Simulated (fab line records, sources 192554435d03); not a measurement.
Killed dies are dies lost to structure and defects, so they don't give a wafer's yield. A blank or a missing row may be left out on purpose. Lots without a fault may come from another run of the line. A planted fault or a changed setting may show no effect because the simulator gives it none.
A struck lot beside a sound one | flow n5_finfet | 16 steps out of a route of 1938
Sound: wafers L427.1, L427.3, L427.4. Struck: wafer L424.1. (L424.4, L424.6 of the same lot were not struck and are left out.) The cause comes at the end.
At each step with rows: each side's tool, then ch and its chambers, then its first start. Under that, the readings that differ: sound wafers | struck wafers | difference of the means | sigmas: that difference in standard deviations of wafers without a fault.
alike: readings whose means differ by less than 2 such deviations, and words and numbers that are the same on both sides. not compared: withheld readings, readings that some wafer has no value for, bounds like >300 that may hide the same value, and numbers for which the record gives no deviation and whose values overlap.
The two part at a step that has a row with sigmas, a row that says differs or no value, or rows on one side only. Numbers that don't overlap but have no deviation are shown without sigmas and don't part them. A reading that every wafer of one side lacks parts them only if that side has two wafers or more.

first, 4 steps without rows for these wafers: N5_BEOL_M10_HM_STRIP_39 (strips TiN in peroxide tin strip, target depth 25 nm, time 158 s); N5_BEOL_M10_SRD_40 (time 30 s); N5_BEOL_M10_PRECLEAN_42 (cleans in residue remover, time 60 s); N5_BEOL_M10_SRD_43 (time 30 s).
N5_BEOL_M10_CD_MEAS_35: target cd 70 nm.
  sound on cd_sem-02, day 14 01:52; struck on cd_sem-01, day 13 14:51
  alike: cd_nm
N5_BEOL_M10_CURE_72: cures SiCOH lowk, time 120 s.
  sound on uv_cure-01 ch 1, day 14 02:04; struck on uv_cure-03 ch 2, day 13 14:53
  alike: lamp_power_pct, wafer_temp_C_max
then, 1 step without rows for these wafers: N5_BEOL_M10_DEGAS_44 (time 60 s).
N5_BEOL_M10_PRE_CLEAN_45: time 30 s.
  sound on pvd_sputter-01, day 14 02:54; struck on pvd_sputter-03, day 13 15:32
  alike: heater_power_w
N5_BEOL_M10_ALD_74: deposits TaN, target thk 2 nm, pulse time 2 s, purge time 3 s.
  sound on ald_metal-03 ch 0,2,3, day 14 02:58; struck on ald_metal-04 ch 0, day 13 15:37
  alike: heater_power_w
N5_BEOL_M10_SURFACE_TREAT_76:
  sound on pvd_sputter-01, day 14 03:22; struck on pvd_sputter-03, day 13 16:01
  not compared: pressure_mtorr, throttle_valve_pct
then, 1 step without rows for these wafers: N5_BEOL_M10_CVD_75 (deposits Co from CCTBA/H2, target thk 2 nm, time 138.9 s).
N5_BEOL_M10_SPUTTER_48: material Cu, target thk 12 nm, time 2 s.
  sound on pvd_sputter-01, day 14 03:37; struck on pvd_sputter-01, day 13 16:24
  alike: throttle_valve_pct
N5_BEOL_M10_ECD_50: material Cu, target thk 318 nm.
  sound on ecd_cu-02 ch 0,1, day 14 03:44; struck on ecd_cu-01 ch 0, day 13 16:31
  reading                                 | sound         | struck | difference | sigmas
  model.Cu_of_BEOL_M10_ECD_50.thk_nm (nm) | 321 319.6 324 | 611.4  | +289.9     |
then, 1 step without rows for these wafers: N5_BEOL_M10_ANNEAL_51 (time 90 s).
N5_BEOL_M10_CMP_52: polishes, stops on SiCOH lowk, t overpolish 7 s, target thk 140 nm.
  sound on cmp-01 ch 0,1,3, day 14 05:02; struck on cmp-02 ch 0, day 13 17:34
  reading                | sound    | struck | difference | sigmas
  time_to_endpoint_s (s) | 67 65 63 | 133    | +68        | +20
  alike: motor_current_A
N5_BEOL_M10_THK_MEAS_53: measures by xrf.
  sound on film_metro-02, day 14 05:20; struck on film_metro-02, day 13 17:52
  alike: M10_THK

WHERE THEY PART
Only at N5_BEOL_M10_CMP_52, within this record. Later steps at which nothing parts them and some readings are alike: N5_BEOL_M10_THK_MEAS_53.

WHY: what the simulator had put in
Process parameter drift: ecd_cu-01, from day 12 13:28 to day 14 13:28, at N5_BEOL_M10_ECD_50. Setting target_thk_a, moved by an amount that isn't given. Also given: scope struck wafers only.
